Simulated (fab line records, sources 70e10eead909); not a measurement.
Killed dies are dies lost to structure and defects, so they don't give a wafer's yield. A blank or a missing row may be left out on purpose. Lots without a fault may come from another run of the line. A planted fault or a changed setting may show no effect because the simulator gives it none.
fab line records | flow nand_harc
record lots=14 wafers=42 last_day=33
route steps=1302 shown P_M2@344 P_BONDPAD@372
lots that met no fault: from a run of the same line without faults
start_h: hours from the record's first day to the start of the lot's first wafer shown | wait_h: hours since the lot's step before | " the same as in the row above | L1.1+2: a row that stands for several wafers | - no value, or no start given | * or withheld: withheld | < > ~ a bound
route shown NAME@n: a module of which the file shows steps, and the number in the route of the first | usual: mean/standard deviation of fault-free wafers | same: alike in all rows | chamber/n: place in a boat | sites: the reading at each site | _std_site: their standard deviation | _edge_site: outer sites' mean less inner sites' | radius_mm: how far each site lies from the wafer's centre | mask NAME#n: copy n | behind: the tool/chamber that last shaped the wafer | hold: why the lot was held/for how many hours/how that ended | device: the transistor (n, p or np) that didn't switch | end of line: the same wafers' tests at the end of the route | a step without rows: its recipe alone | killed: dies lost to structure and defects at the first sort, not the wafer's yield | map: a wafer's dies, x killed, . not, _ none there
set.NAME: the setting as run; set.NAME@STEP: as run at that earlier step | model.NAME: the simulator's own value behind a step, which no gauge read
steps of the route over a sample of lots; a table a step, a row a wafer
services: from which hour (start_h, from the record's first day; less than 0 if before it) a tool's chamber was out of use, for how many hours, and why
## steps
# step NHARC_P_M2_CMP_23
# recipe t_overpolish_s=20 target_thk_nm=144.3
# usual motor_current_A=11.0/1.3 slurry_flow_ml_min=150.0/0.41 time_to_endpoint_s=28.6/1.6
# columns lot.wafer tool chamber start_h wait_h motor_current_A slurry_flow_ml_min time_to_endpoint_s
L894.3 cmp-03 3 147.34 - 10.4 148.9 29.1
L894.4 " 0 " " 10.6 150.2 29.2
L894.1 " 2 " " 9.8 149.5 29.1
L895.2 cmp-04 1 150.79 - 9.7 149.3 27.8
L895.3 " 3 " " 11.7 149.6 29.6
L895.6 " 0 " " 10.3 149.6 28.7
L896.3 cmp-02 1 157.81 - 9.3 149.7 28.5
L896.2 " 3 " " 14.2 149.3 30.4
L896.6 " 2 " " 10.7 150.0 27.1
L897.4 cmp-03 1 171.12 - 13.8 150.2 28.5
L897.1 " 0 " " 10.7 149.1 26.5
L897.5 " 1 " " 13.5 150.1 28.2
L898.1 cmp-02 1 189.66 - 9.9 150.1 26.2
L898.4 " 3 " " 14.0 149.5 30.3
L898.6 " 1 " " 9.2 149.4 27.3
L899.3 cmp-02 2 190.47 - 11.1 149.6 30.5
L899.4 " 0 " " 11.3 150.2 28.7
L899.5 " 1 " " 9.0 150.0 29.4
L900.2 cmp-03 1 208.26 - 12.8 150.2 29.1
L900.3 " 2 " " 9.7 150.4 25.7
L900.6 " 0 " " 10.9 150.3 26.3
L902.4 cmp-02 2 220.78 - 11.0 149.8 28.4
L902.3 " 3 " " 13.3 149.9 28.3
L902.6 " 2 " " 10.5 149.9 30.7
L903.3 cmp-03 3 236.03 - 10.5 149.8 26.2
L903.4 " 0 " " 10.8 149.5 27.8
L903.6 " 2 " " 10.3 149.6 26.8
L904.3 cmp-04 2 244.23 - 11.1 150.3 27.7
L904.5 " 1 " " 9.5 149.9 28.2
L904.6 " 2 " " 11.4 150.3 28.2
L907.2 cmp-03 3 276.35 - 10.4 150.1 28.6
L907.3 " 1 " " 13.2 150.1 30.1
L907.5 " 3 " " 10.8 150.0 26.1
L914.2 cmp-03 1 332.60 - 13.3 149.6 30.8
L914.4 " 2 " " 10.2 150.6 29.6
L914.5 " 2 " " 10.2 150.4 31.1
L913.2 cmp-04 0 333.19 - 10.4 150.0 25.7
L913.1 " 1 " " 9.6 150.3 28.2
L913.4 " 2 " " 11.5 150.2 26.9
L915.2 cmp-02 0 345.00 - 11.6 149.9 28.9
L915.4 " 2 " " 11.4 150.9 30.5
L915.6 " 1 " " 9.2 150.2 30.3
# step NHARC_P_M2_DEP_33
# recipe target_thk_a=300 temp_c=370 target_thk_nm=30 pressure_torr=3 flow_sccm=200 rf_w=450 material=SiCN
# usual heater_power_w=543/88 showerhead_vpp_V=1305/47
# columns lot.wafer tool chamber start_h wait_h heater_power_w showerhead_vpp_V
L894.1 pecvd-04 0 147.96 0.1 576 1253
L894.3 " 1 " " 429 1357
L894.4 " 2 " " 503 1385
L895.2 pecvd-04 2 151.38 0.1 545 1381
L895.3 " 1 " " 489 1338
L895.6 " 2 " " 525 1374
L896.3 pecvd-03 2 158.43 0.1 520 1330
L896.2 " 0 " " 551 1298
L896.6 " 2 " " 520 1332
L897.1 pecvd-02 0 171.78 0.1 584 1375
L897.4 " 2 " " 365 1212
L897.5 " 0 " " 598 1373
L898.1 pecvd-04 2 190.37 0.1 544 1345
L898.6 " 1 " " 494 1340
L898.4 " 2 " " 546 1366
L899.3 pecvd-04 0 191.19 0.1 574 1249
L899.5 " 2 " " 532 1361
L899.4 " 1 " " 419 1342
L900.3 pecvd-03 0 208.89 0.1 536 1268
L900.2 " 1 " " 627 1321
L900.6 " 1 " " 624 1301
L902.3 pecvd-04 2 221.49 0.1 491 1376
L902.4 " 0 " " 593 1240
L902.6 " 2 " " 487 1385
L903.3 pecvd-03 1 236.72 0.1 757 1299
L903.4 " 2 " " 547 1310
L903.6 " 1 " " 758 1317
L904.3 pecvd-03 2 244.85 0.1 606 1312
L904.6 " 0 " " 553 1317
L904.5 " 1 " " 704 1356
L907.3 pecvd-03 2 277.03 0.1 576 1326
L907.2 " 0 " " 540 1281
L907.5 " 2 " " 565 1331
L914.2 pecvd-04 2 333.31 0.1 556 1356
L914.4 " 0 " " 611 1244
L914.5 " 1 " " 555 1330
L913.1 pecvd-04 1 333.87 0.1 567 1316
L913.2 " 2 " " 522 1379
L913.4 " 1 " " 573 1339
L915.2 pecvd-03 1 345.68 0.1 717 1312
L915.6 " 0 " " 498 1283
L915.4 " 1 " " 744 1328
# step NHARC_P_BONDPAD_ETCH_24
# recipe target_depth_a=300 over_etch_frac=0.3 time_s=72.99 ion_energy_ev=150 cf4_flow_sccm=50 n2_flow_sccm=100 ar_flow_sccm=150 rf_w=300 bias_w=100 chemistry=CF4/N2
# usual drypump_motor_current_A=5.9/0.57 oes_product_au=1.000/0.0077 rf_vpp_V=314.9/2.1 showerhead_plenum_p_Torr=2.66/0.11 throttle_valve_pct=19.794/0.0093
# columns lot.wafer tool chamber start_h wait_h drypump_motor_current_A oes_product_au rf_hours_counter_h rf_vpp_V showerhead_plenum_p_Torr throttle_valve_pct
L894.4 rie_diel-06 1 150.23 - 6.1 1.004 0.3 315.2 2.67 19.791
L894.3 " 2 " " 5.8 0.991 0.5 314.5 2.69 19.782
L894.1 " 3 " " 6.0 1.012 0.5 315.4 2.73 19.780
L895.3 rie_diel-10 3 153.77 - 4.7 0.999 5.4 312.3 2.50 19.799
L895.2 " 2 " " 5.3 0.990 2.7 311.8 2.50 19.781
L895.6 " 3 " " 4.7 0.989 - 314.3 2.50 19.801
L896.2 rie_diel-09 0 160.82 - 6.5 0.995 0.2 314.8 2.64 19.794
L896.3 " 2 " " 6.3 0.996 0.2 316.6 2.83 19.785
L896.6 " 3 " " 6.0 1.014 - 313.9 2.61 19.799
L897.4 rie_diel-10 2 174.00 - 5.3 0.999 3.8 311.3 2.50 19.805
L897.1 " 3 " " 4.7 0.997 6.4 311.5 2.49 19.797
L897.5 " 2 " " 5.3 1.002 - 311.0 2.50 19.817
L898.1 rie_diel-09 1 192.67 - 6.4 1.007 1.0 316.7 2.78 19.812
L898.4 " 2 " " 6.3 1.008 1.0 316.8 2.83 19.792
L898.6 " 0 " " 6.5 0.998 - 313.8 2.64 19.791
L899.3 rie_diel-10 1 193.46 - 6.0 0.990 7.0 311.1 2.59 19.781
L899.4 " 2 " " 5.3 1.007 4.9 312.5 2.50 19.795
L899.5 " 1 " " 5.9 0.997 - 313.6 2.59 19.794
L900.3 rie_diel-10 3 211.24 - 4.7 0.990 7.5 313.8 2.49 19.810
L900.2 " 0 " " 6.2 0.984 7.9 317.1 2.75 19.800
L900.6 " 1 " " 6.0 0.989 - 314.6 2.59 19.792
L902.3 rie_diel-09 2 223.84 0.1 6.3 1.006 2.6 318.3 2.83 19.812
L902.4 " 1 " " 6.4 0.994 - 316.6 2.78 19.802
L902.6 " 3 " " 6.1 1.007 - 313.5 2.61 19.795
L903.4 rie_diel-10 2 238.95 - 5.3 1.009 7.6 311.7 2.50 19.795
L903.3 " 0 " " 6.2 0.996 10.0 315.7 2.75 19.795
L903.6 " 2 " " 5.3 1.007 - 312.7 2.50 19.788
L904.3 rie_diel-09 3 247.25 0.2 6.1 1.015 3.7 313.0 2.61 19.805
L904.6 " 2 " " 6.3 1.002 - 317.8 2.83 19.797
L904.5 " 1 " " 6.4 1.007 - 317.1 2.78 19.811
L907.2 rie_diel-09 1 279.40 - 6.4 0.997 4.8 315.5 2.78 19.791
L907.3 " 0 " " 6.5 0.995 2.4 315.5 2.63 19.783
L907.5 " 1 " " 6.4 0.995 - 317.5 2.78 19.785
L914.4 rie_diel-09 0 335.64 - 6.5 1.008 0.6 312.5 2.63 19.800
L914.2 " 3 " " 6.0 0.823 0.0 313.6 2.61 19.788
L914.5 " 1 " " 6.4 0.824 - 317.1 2.78 19.798
L913.1 rie_diel-09 2 336.21 - 6.3 0.816 0.6 316.4 2.83 19.798
L913.2 " 3 " " 6.0 0.810 0.1 315.1 2.61 19.816
L913.4 " 0 " " 6.5 1.010 0.6 315.9 2.63 19.774
L915.2 rie_diel-06 3 347.95 0.1 6.0 0.995 1.6 314.9 2.72 19.789
L915.4 " 0 " " 4.7 0.984 - 313.1 2.57 19.807
L915.6 " 2 " " 5.8 0.994 - 315.8 2.69 19.785
# step NHARC_P_BONDPAD_DEGAS_25
# recipe temp_c=300 time_s=60
# usual heater_power_w=454/46
# columns lot.wafer tool chamber start_h wait_h heater_power_w
L894.3 pvd_sputter-02 - 150.63 - 454
L894.4 " - " " 383
L894.1 " - " " 507
L895.2 pvd_sputter-03 - 154.17 - 453
L895.3 " - " " 432
L895.6 " - " " 454
L896.3 pvd_sputter-02 - 161.21 - 500
L896.2 " - " " 370
L896.6 " - " " 517
L897.4 pvd_sputter-02 - 174.40 - 447
L897.1 " - " " 518
L897.5 " - " " 369
L898.4 pvd_sputter-03 - 193.07 - 416
L898.1 " - " " 470
L898.6 " - " " 441
L899.3 pvd_sputter-02 - 193.85 - 437
L899.4 " - " " 515
L899.5 " - " " 439
L900.2 pvd_sputter-02 - 211.64 - 500
L900.3 " - " " 461
L900.6 " - " " 370
L902.4 pvd_sputter-01 - 224.29 - 411
L902.3 " - " " 496
L902.6 " - " " 513
L903.4 pvd_sputter-01 - 239.38 - 428
L903.3 " - " " 427
L903.6 " - " " 513
L904.3 pvd_sputter-02 - 247.66 - 448
L904.5 " - " " 516
L904.6 " - " " 449
L907.2 pvd_sputter-03 - 279.80 - 442
L907.3 " - " " 415
L907.5 " - " " 453
L914.4 pvd_sputter-03 - 336.04 - 459
L914.2 " - " " 436
L914.5 " - " " 463
L913.4 pvd_sputter-02 - 336.65 - 393
L913.2 " - " " 518
L913.1 " - " " 441
L915.4 pvd_sputter-01 - 348.47 - 537
L915.2 " - " " 425
L915.6 " - " " 549
## services
# columns tool chamber start_h hours kind
rie_diel-10 2 131.49 5.3 repair
cmp-02 - 134.50 4.0 pm
rie_diel-09 - 143.10 9.0 pm
pvd_sputter-02 - 145.49 0.6 repair
cmp-03 - 162.17 4.0 pm
rie_diel-10 1 167.67 4.5 repair
rie_diel-10 1 174.66 4.0 repair
pecvd-03 - 185.23 13.0 pm
cmp-03 - 205.74 1.9 repair
rie_diel-09 0 217.26 57.8 repair
cmp-02 - 232.50 4.0 pm
pvd_sputter-02 - 236.49 4.4 repair
rie_diel-10 - 242.50 9.0 pm
cmp-03 - 260.17 4.0 pm
cmp-02 - 268.07 1.0 repair
pecvd-04 - 269.21 13.0 pm
rie_diel-09 2 271.92 3.1 repair
pvd_sputter-02 - 282.00 10.0 pm
rie_diel-09 3 285.98 3.9 repair
pvd_sputter-02 - 296.03 3.5 repair
rie_diel-09 - 320.10 9.0 pm
cmp-02 - 330.50 4.0 pm
pvd_sputter-02 - 341.99 8.0 repair
pecvd-04 - 344.28 4.8 repair
## key
first_sign step=NHARC_P_BONDPAD_ETCH_24 reading=oes_product_au direction=down sigmas=24 usual=1.000 struck=0.818
effect none on later readings
met_at NHARC_P_BONDPAD_ETCH_24
struck_lots L913,L914
struck_wafers L913.1,L913.2,L914.2,L914.5
sort_left_out L913.1,L913.2,L914.2,L914.5
not_acting_at NHARC_P_M2_CMP_23,NHARC_P_M2_DEP_33,NHARC_P_BONDPAD_DEGAS_25
onset_between 279.40 335.64
fault kind=process_parameter_drift tool=rie_diel-09 chamber=- onset_h=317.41 steps=NHARC_P_BONDPAD_ETCH_24 channel=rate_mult offset=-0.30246 shape=step end_h=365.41 scope=struck_wafers_only
# sort_left_out: the simulated sort isn't trusted on such a fault, so these wafers' sort isn't shown, and their yield isn't known
